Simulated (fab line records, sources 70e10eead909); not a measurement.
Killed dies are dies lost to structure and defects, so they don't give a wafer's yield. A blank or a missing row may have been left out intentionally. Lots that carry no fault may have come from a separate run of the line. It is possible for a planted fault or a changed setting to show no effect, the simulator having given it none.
Matching of chambers | flow nand harc | NHARC_A_SLIT_ETCH_24 on rie diel-02 has 4 sister chambers
The step etches the open film in CF4/CHF3, target depth 121 nm, time 60.5 s. 16 wafers are shown with their chamber, then 8 later ones without.

== WAFERS PAIRED WITH THEIR CHAMBERS ==
wafer  | chamber | showerhead plenum p Torr (Torr) | drypump motor current A (A) | rf vpp V (V)
L077.1 | 3       | 1.65                            | 5.8                         | 373.1
L077.2 | 2       | 1.59                            | 6.6                         | 370.7
L077.6 | 3       | 1.65                            | 5.7                         | 373.1
L079.3 | 0       | 1.66                            | 5.7                         | 372.7
L079.5 | 0       | 1.65                            | 5.7                         | 373.5
L079.6 | 1       | 1.52                            | 5.5                         | 368.3
L082.1 | 1       | 1.52                            | 5.5                         | 369.0
L082.3 | 2       | 1.59                            | 6.6                         | 371.3
L082.6 | 2       | 1.59                            | 6.6                         | 372.5
L084.3 | 2       | 1.59                            | 6.6                         | 370.7
L084.4 | 1       | 1.52                            | 5.5                         | 368.9
L084.6 | 1       | 1.52                            | 5.5                         | 368.6
L087.2 | 3       | 1.65                            | 5.8                         | 372.0
L087.5 | 3       | 1.65                            | 5.7                         | 375.2
L087.6 | 2       | 1.59                            | 6.6                         | 371.8
L088.4 | 3       | 1.65                            | 5.7                         | 372.7

SIGNATURES, as means of the wafers listed above
reading                  | chamber 0 | chamber 1 | chamber 2 | chamber 3 | scatter within a chamber
showerhead plenum p Torr | 1.6550    | 1.5200    | 1.5900    | 1.6500    | 0.00204
drypump motor current A  | 5.700     | 5.500     | 6.600     | 5.740     | 0.0316
rf vpp V                 | 373.100   | 368.700   | 371.400   | 373.220   | 0.851
Rule: a wafer's distance from a chamber is the root of the sum, over the readings, of the square of ((its reading less the chamber's mean) divided by the reading's scatter). If the next closest chamber is less than 2 further off than the closest, the wafer can't be placed; otherwise it belongs to the closest. The scatter: the root of (the sum of the squares of (reading less its chamber's mean) over the shown wafers, divided by (wafers less chambers)).

== WAFERS WITH NO CHAMBER GIVEN ==
wafer  | showerhead plenum p Torr (Torr) | drypump motor current A (A) | rf vpp V (V)
L088.5 | 1.65                            | 5.6                         | 373.6
L088.6 | 1.59                            | 6.6                         | 370.6
L092.3 | 1.52                            | 5.5                         | 368.8
L092.5 | 1.52                            | 5.5                         | 367.5
L092.6 | 1.59                            | 6.6                         | 370.6
L094.2 | 1.59                            | 6.6                         | 372.4
L094.4 | 1.65                            | 5.7                         | 372.9
L094.6 | 1.65                            | 5.6                         | 372.3

== WHICH CHAMBER EACH WENT THROUGH ==
wafer  | from the rows above     | in truth
L088.5 | can't be placed: 0 or 3 | 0
L088.6 | 2                       | 2
L092.3 | 1                       | 1
L092.5 | 1                       | 1
L092.6 | 2                       | 2
L094.2 | 2                       | 2
L094.4 | can't be placed: 3 or 0 | 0
L094.6 | can't be placed: 0 or 3 | 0
Placed correctly: 5 of 8. These rows do not allow placing 3 (true chamber among the candidates in 3). Wrongly placed: 0.
